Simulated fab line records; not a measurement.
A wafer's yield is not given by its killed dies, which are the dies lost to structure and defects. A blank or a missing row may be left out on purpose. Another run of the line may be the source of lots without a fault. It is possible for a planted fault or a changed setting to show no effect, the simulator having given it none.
Matching of chambers ; flow nandHarc ; 4 sister chambers for NHARC_P_M0_DESCUM_14 on rieDiel-03
The step chemistry O2, time 3 s. 14 wafers are shown with their chamber, then 7 later ones without.

== WAFERS WITH THEIR CHAMBER ==
wafer;chamber;showerheadPlenumPTorr (Torr);drypumpMotorCurrentA (A);oesProductAu (a.u.)
L074.1;1;1.85;5.09;0.999
L074.2;0;1.87;5.90;1.012
L074.5;0;1.87;5.92;0.993
L074.3;2;1.99;5.83;1.012
L074.4;3;1.83;5.90;0.981
L074.6;1;1.85;5.06;1.003
L077.1;0;1.86;5.91;1.002
L077.2;2;1.98;5.89;1.001
L077.4;1;1.85;5.09;0.992
L077.3;3;1.83;5.91;0.971
L077.5;1;1.85;5.11;0.997
L077.6;2;1.98;5.84;1.011
L085.1;2;1.98;5.84;1.026
L085.2;0;1.86;5.90;1.006

SIGNATURES (averages over the wafers above)
reading;chamber 0;chamber 1;chamber 2;chamber 3;scatter within a chamber
showerheadPlenumPTorr;1.8650;1.8500;1.9825;1.8300;0.00418
drypumpMotorCurrentA;5.9075;5.0875;5.8500;5.9050;0.0195
oesProductAu;1.00325;0.99775;1.01250;0.97600;0.00788
Rule: for each reading, subtract the chamber's mean from the wafer's reading, divide by that reading's scatter and square the result; add these up over the readings and take the root, which gives the wafer's distance from the chamber. The wafer belongs to the nearest chamber; if the next one is less than 2 further off, it can't be placed. The scatter: the root of (the sum of the squares of (reading less its chamber's mean) over the shown wafers, divided by (wafers less chambers)).

== WAFERS WITH NO CHAMBER GIVEN ==
wafer;showerheadPlenumPTorr (Torr);drypumpMotorCurrentA (A);oesProductAu (a.u.)
L085.3;1.84;5.06;1.007
L085.4;1.82;5.89;0.973
L085.5;1.84;5.08;1.005
L085.6;1.98;5.85;1.010
L095.1;1.81;5.91;0.992
L095.4;1.83;5.07;0.996
L095.6;1.81;5.89;0.979

== THE CHAMBER EACH PASSED THROUGH ==
wafer;from the rows above;in truth
L085.3;1;1
L085.4;3;3
L085.5;1;1
L085.6;2;2
L095.1;3;3
L095.4;1;1
L095.6;3;3
Placed correctly: 7 of 7. Left unplaced by these rows: 0. 0 placed wrongly.
